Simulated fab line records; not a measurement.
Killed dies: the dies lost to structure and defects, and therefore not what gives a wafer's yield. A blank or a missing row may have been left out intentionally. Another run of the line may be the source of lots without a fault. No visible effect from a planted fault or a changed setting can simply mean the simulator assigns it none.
Chamber matching || flow nand_harc || cmp-02 running NHARC_P_M0_CMP_23: 4 sister chambers
The step polishes, t overpolish 20 s, target thk 117.54 nm. 8 wafers are shown with their chamber, then 7 later ones without.

== EACH WAFER AND ITS CHAMBER ==
{"wafer": "L080.6", "chamber": 1, "motor_current_A (A)": 11.4, "time_to_endpoint_s (s)": 27.6}
{"wafer": "L082.2", "chamber": 3, "motor_current_A (A)": 12.3, "time_to_endpoint_s (s)": 27.7}
{"wafer": "L082.3", "chamber": 2, "motor_current_A (A)": 14.1, "time_to_endpoint_s (s)": 25.7}
{"wafer": "L083.1", "chamber": 1, "motor_current_A (A)": 11.3, "time_to_endpoint_s (s)": 28.6}
{"wafer": "L083.2", "chamber": 2, "motor_current_A (A)": 13.4, "time_to_endpoint_s (s)": 27.8}
{"wafer": "L083.6", "chamber": 0, "motor_current_A (A)": 11.0, "time_to_endpoint_s (s)": 31.1}
{"wafer": "L086.1", "chamber": 0, "motor_current_A (A)": 10.3, "time_to_endpoint_s (s)": 32.9}
{"wafer": "L086.2", "chamber": 3, "motor_current_A (A)": 13.0, "time_to_endpoint_s (s)": 31.1}

== WAFERS WITH NO CHAMBER GIVEN ==
{"wafer": "L086.5", "motor_current_A (A)": 11.4, "time_to_endpoint_s (s)": 26.6}
{"wafer": "L088.2", "motor_current_A (A)": 12.5, "time_to_endpoint_s (s)": 28.9}
{"wafer": "L088.4", "motor_current_A (A)": 11.4, "time_to_endpoint_s (s)": 28.3}
{"wafer": "L088.5", "motor_current_A (A)": 12.9, "time_to_endpoint_s (s)": 29.5}
{"wafer": "L092.2", "motor_current_A (A)": 11.3, "time_to_endpoint_s (s)": 29.2}
{"wafer": "L092.3", "motor_current_A (A)": 11.2, "time_to_endpoint_s (s)": 25.1}
{"wafer": "L092.4", "motor_current_A (A)": 12.1, "time_to_endpoint_s (s)": 25.6}

== WHICH CHAMBER EACH WENT THROUGH ==
{"wafer": "L086.5", "from the rows above": 1, "in truth": 1}
{"wafer": "L088.2", "from the rows above": 3, "in truth": 3}
{"wafer": "L088.4", "from the rows above": 1, "in truth": 1}
{"wafer": "L088.5", "from the rows above": 3, "in truth": 3}
{"wafer": "L092.2", "from the rows above": "can't be placed: 1 or 0", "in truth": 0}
{"wafer": "L092.3", "from the rows above": 1, "in truth": 1}
{"wafer": "L092.4", "from the rows above": "can't be placed: 1 or 3 or 2", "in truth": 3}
5 of 7 placed correctly. Can't be placed from these rows: 2 (the true chamber is among the candidates in 2). Number placed wrongly: 0.
How it was worked out, from the rows above alone: a wafer's distance from a chamber is the root of the sum, over the readings, of the square of ((its reading less the chamber's mean) divided by the reading's scatter). The wafer belongs to the nearest chamber; if the next one is less than 2 further off, it can't be placed. The mean given for a chamber averages the wafers shown for that chamber. The scatter: take each reading less its chamber's mean, square it, sum over the shown wafers, divide by the number of wafers less the number of chambers, and take the root.
